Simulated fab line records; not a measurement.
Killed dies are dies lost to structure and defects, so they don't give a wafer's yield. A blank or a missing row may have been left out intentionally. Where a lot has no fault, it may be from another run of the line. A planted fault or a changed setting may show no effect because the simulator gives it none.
Which tool is to blame? | flow n5 finfet | route of 1938 steps, sampled at 1 step: 11 lots, 33 wafers

WHAT THE GAUGES READ, wafer by wafer
N5_BEOL_M5_CD_MEAS_11: target cd 27.74 nm.
lot  | measured     | on        | cd nm (nm)
L579 | day 7 16:23  | cd sem-01 | 28.07 27.80 28.23
L582 | day 8 16:55  | cd sem-03 | 28.10 28.12 28.00
L583 | day 9 00:29  | cd sem-02 | 27.88 28.17 28.06
L589 | day 10 11:40 | cd sem-01 | 28.26 27.95 28.22
L590 | day 10 15:05 | cd sem-02 | 28.17 28.19 28.23
L591 | day 10 22:26 | cd sem-01 | 27.58 27.66 28.43
L595 | day 11 21:42 | cd sem-03 | 27.76 28.37 27.81
L596 | day 11 23:02 | cd sem-03 | 28.00 27.89 28.02
L597 | day 12 06:05 | cd sem-02 | 28.04 27.69 28.21
L600 | day 13 09:36 | cd sem-01 | 28.09 27.79 27.84
L601 | day 13 17:58 | cd sem-03 | 27.86 28.23 28.13

TOOL THAT RAN EACH LOT (tool first, then ch and the chambers of the sampled wafers, then the start)
There is no process step in the record ahead of these readings.

THE ANSWER, worked out from the rows above alone
Rule: what is usual is taken from the lots themselves. Put in order of their means at a reading, lots are off if they are a third of the lots or fewer, leave a main group of 4 or more, and stand apart from it by a gap of 3 or more times the standard deviation of the main group's means; of several such gaps the widest counts. A main group whose means are all the same, to the digits that the tables above print for the reading, isn't used. Also off: a lot with no number at a reading for which 4 or more lots have one. The other lots that the step has rows for count as sound.
Nothing can be told from this: no lot is off at any reading shown.

WHAT THE SIMULATOR HAD PUT IN
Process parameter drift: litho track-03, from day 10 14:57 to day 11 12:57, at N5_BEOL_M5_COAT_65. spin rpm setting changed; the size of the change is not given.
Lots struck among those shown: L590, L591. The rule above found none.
